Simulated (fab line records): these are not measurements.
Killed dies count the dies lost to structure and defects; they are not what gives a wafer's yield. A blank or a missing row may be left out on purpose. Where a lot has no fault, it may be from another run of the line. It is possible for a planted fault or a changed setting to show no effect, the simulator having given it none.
8D (eight disciplines) problem report, filled in by code + flow n5 finfet + the parts of the form that need people (team, actions taken, sign-off) are left out

1. WHAT IS WRONG
Wafers without a fault read 26000 W, standard deviation 4.2; cathode dc power W at N5_BEOL_M8_SPUTTER_48 reads a mean of 24596 W on 2 wafers belonging to 2 lots. That is -99 or more standard deviations from the usual mean.
The step: material Cu, target thk 10 nm, time 1.667 s.
First seen on wafer L294.4, day 13 14:14, on pvd sputter-02. The record has a number at this step for 30 wafers belonging to 10 lots. Rule for "out" (also "out of limits"): further than 4 standard deviations from the usual mean. All remaining wafers that have a number are taken as sound.

2. WHAT IT IS AND WHAT IT IS NOT
| question                    | is                 | is not                                                                                       |
|-----------------------------|--------------------|----------------------------------------------------------------------------------------------|
| which readings at this step | cathode dc power W | bias v, chamber pressure pa, throttle valve pct                                              |
| which lots                  | L292, L294         | L277, L278, L282, L284, L297, L298, L299, L300                                               |
| which wafers of those lots  | L292.3, L294.4     | L292.2, L292.5, L294.3, L294.6                                                               |
| read on which tools         | pvd sputter-02     | pvd sputter-01, pvd sputter-03                                                               |
| when                        | from day 13 14:14  | up to then (14 sound wafers); but 14 sound wafers of L292, L297, L298, L299, L300 came after |

3. THE SUSPECTS, EACH WITH WHAT RULES IT OUT
Counting: any tool at a process step up to the reading remains a suspect provided it ran every lot that is out. Sound lots after the first of them don't rule it out here, since some wafers of a struck lot are sound.
- rie diel-01 at N5_BEOL_M8_VIA_ETCH_34 (etches SiCOH lowk in C4F6/O2, target depth 125.5 nm, time 50.5 s): kept. It processed each lot that is out (first: L294, day 13 12:28); up to then, its last sound lot is L284 (day 10 16:07).
- rie diel-01 at N5_BEOL_M8_TRENCH_ETCH_37 (etches SiCOH lowk in C4F6/O2, target depth 93.478 nm, time 31.2 s): kept. It processed each lot that is out (first: L294, day 13 14:14); up to then, its last sound lot is L284 (day 10 17:59). N5_BEOL_M8_TRENCH_ETCH_37: start missing for some lots; hours and lot order therefore follow N5_BEOL_M8_SPUTTER_48.
- pvd sputter-02 at N5_BEOL_M8_SPUTTER_48 (material Cu, target thk 10 nm, time 1.667 s): kept. It processed each lot that is out (first: L294, day 13 14:14); up to then, its last sound lot is L284 (day 10 17:59). On those wafers its own readings are out: cathode dc power W.
- In rie diel-01 at N5_BEOL_M8_VIA_ETCH_34, the wafers that are out were processed in chamber 2 and their sound lot-mates in chambers 1, 3.
- In rie diel-01 at N5_BEOL_M8_TRENCH_ETCH_37, the wafers that are out were processed in chamber 2 and their sound lot-mates in chambers 1, 3.
After the count, these remain: rie diel-01 at N5_BEOL_M8_VIA_ETCH_34, rie diel-01 at N5_BEOL_M8_TRENCH_ETCH_37 and pvd sputter-02 at N5_BEOL_M8_SPUTTER_48.

4. THE CAUSE (what the simulator had put in)
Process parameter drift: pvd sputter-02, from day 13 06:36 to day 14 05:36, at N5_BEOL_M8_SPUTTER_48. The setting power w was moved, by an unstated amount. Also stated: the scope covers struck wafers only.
After counting, 3 suspects remain, this tool included.

5. THE EFFECT CHAIN, in route order
Rows list readings where the struck wafers' mean (over those with a number) sits beyond 3 standard deviations from the usual. Scope: only readings with a usual standard deviation given in the record; hours: median across lots of the time from each lot's start at the first step in this table that gives one to its start at this step; sigmas: change in usual standard deviations.
| hours | step                  | reading            | usual   | on struck wafers | change | sigmas      |
|-------|-----------------------|--------------------|---------|------------------|--------|-------------|
| 0     | N5_BEOL_M8_SPUTTER_48 | cathode dc power W | 26000 W | 24596            | -1404  | -99 or more |
The process steps in it:
- N5_BEOL_M8_SPUTTER_48: material Cu, target thk 10 nm, time 1.667 s.
At these later measuring or inspecting steps, every struck wafer for which the step has a row has a number for every such reading, and none has moved that far: N5_BEOL_M8_RS_MEAS_57.

6. WHAT WOULD HAVE CAUGHT IT SOONER
8 hours passed between the start of the fault at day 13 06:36 and the first reading out of limits in this record, taken at day 13 14:14.
